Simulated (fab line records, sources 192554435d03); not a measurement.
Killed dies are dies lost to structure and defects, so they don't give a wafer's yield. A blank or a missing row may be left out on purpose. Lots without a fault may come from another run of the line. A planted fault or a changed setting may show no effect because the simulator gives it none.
Problem report in the 8D (eight disciplines) form, filled by code | flow n5_finfet | the parts of the form that need people (team, actions taken, sign-off) are left out

1. THE PROBLEM
exposure_dose_mJ_cm2 at N5_BEOL_M7_EXPOSE_25 reads a mean of 41.81 on 9 wafers of 3 lots; wafers without a fault read 42.46 with a standard deviation of 0.048. That is -14 standard deviations from the usual mean.
The step: exposes mask V6, target cd 40 nm.
First seen on wafer L883.1, day 13 18:51, on euv_scanner-01. The record holds 15 wafers of 5 lots with a number at this step. Rule for "out", or "out of limits": more than 4 standard deviations from the usual mean. The other wafers with a number count as sound.

2. WHAT IT IS AND WHAT IT IS NOT
question                    | is                     | is not
which readings at this step | exposure_dose_mJ_cm2   | -
which lots                  | L883, L886, L887       | L865, L882
which wafers of those lots  | all that have a number | -
read on which tools         | euv_scanner-01         | euv_scanner-02
when                        | from day 13 18:51      | up to then (6 sound wafers)

3. SUSPECTS, AND WHAT RULES EACH OUT
Counting: a tool at a process step up to the reading stays a suspect if it ran every lot that is out and no sound lot after the first of them.
- euv_scanner-01 at N5_BEOL_M7_EXPOSE_25 (exposes mask V6, target cd 40 nm): kept. It ran every lot that is out, first L883 (day 13 18:51), and no sound lot after that; its last sound lot up to then is L882 (day 13 14:27). Its own readings are out on those wafers: exposure_dose_mJ_cm2.
Left after counting: euv_scanner-01 at N5_BEOL_M7_EXPOSE_25.

4. THE CAUSE (what the simulator had put in)
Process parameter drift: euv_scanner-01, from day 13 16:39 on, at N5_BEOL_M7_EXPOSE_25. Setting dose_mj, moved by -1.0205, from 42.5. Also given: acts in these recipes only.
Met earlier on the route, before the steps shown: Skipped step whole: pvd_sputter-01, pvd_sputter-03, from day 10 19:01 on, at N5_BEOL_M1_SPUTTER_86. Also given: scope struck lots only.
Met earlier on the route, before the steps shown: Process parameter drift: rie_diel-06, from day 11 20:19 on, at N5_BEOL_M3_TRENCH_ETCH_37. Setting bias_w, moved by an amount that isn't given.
Counting left only this tool.

5. THE CHAIN OF EFFECTS, in route order
Each row: a reading whose mean over the struck wafers that have a number lies more than 3 standard deviations from the usual. Only readings for which the record gives a usual standard deviation are gone through. hours: the time from each lot's start at the first step in this table that gives one to its start at this step, as a median over the lots. sigmas: the change in usual standard deviations.
hours | step                 | reading              | usual | on struck wafers | change | sigmas
0     | N5_BEOL_M7_EXPOSE_25 | exposure_dose_mJ_cm2 | 42.46 | 41.81            | -0.65  | -14
The process steps in it:
- N5_BEOL_M7_EXPOSE_25: exposes mask V6, target cd 40 nm.

6. WHAT WOULD HAVE CAUGHT IT SOONER
In this record the first reading out of limits was taken at day 13 18:51, 2 hours after the fault began at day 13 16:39.
